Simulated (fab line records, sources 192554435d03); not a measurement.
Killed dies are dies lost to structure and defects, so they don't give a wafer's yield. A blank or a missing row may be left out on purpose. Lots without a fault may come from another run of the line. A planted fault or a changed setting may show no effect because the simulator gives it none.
Chamber matching | flow n5_finfet | N5_HKMG_FIN_ETCH_67 on rie_diel-05: 4 sister chambers
The step etches SOC in N2/H2, stops on TiN, target depth 388.9 nm. 4 wafers are shown with their chamber, then 9 later ones without.

WAFERS WITH THEIR CHAMBER
wafer  | chamber | drypump_motor_current_A (A)
L086.3 | 2       | 5.9
L087.1 | 0       | 6.4
L087.3 | 3       | 5.6
L087.5 | 1       | 4.7

WAFERS WITHOUT THEIR CHAMBER
wafer  | drypump_motor_current_A (A)
L089.1 | 6.4
L089.5 | 4.7
L089.6 | 5.9
L091.1 | 6.4
L091.2 | 5.7
L091.4 | 5.9
L097.2 | 5.9
L097.3 | 5.6
L097.5 | 6.4

WHICH CHAMBER EACH WENT THROUGH
wafer  | from the rows above | in truth
L089.1 | 0                   | 0
L089.5 | 1                   | 1
L089.6 | 2                   | 2
L091.1 | 0                   | 0
L091.2 | 3                   | 3
L091.4 | 2                   | 2
L097.2 | 2                   | 2
L097.3 | 3                   | 3
L097.5 | 0                   | 0
Placed correctly: 9 of 9. Can't be placed from these rows: 0. Placed wrongly: 0.
How it was worked out, from the rows above alone: a wafer's distance from a chamber is the root of the sum, over the readings, of the square of ((its reading less the chamber's mean) divided by the reading's scatter). The wafer belongs to the nearest chamber; if the next one is less than 2 further off, it can't be placed. A chamber's mean is the mean of its shown wafers. The scatter: with one shown wafer a chamber, the root of the mean of the squares of how far each hidden wafer lies from its nearest shown one.
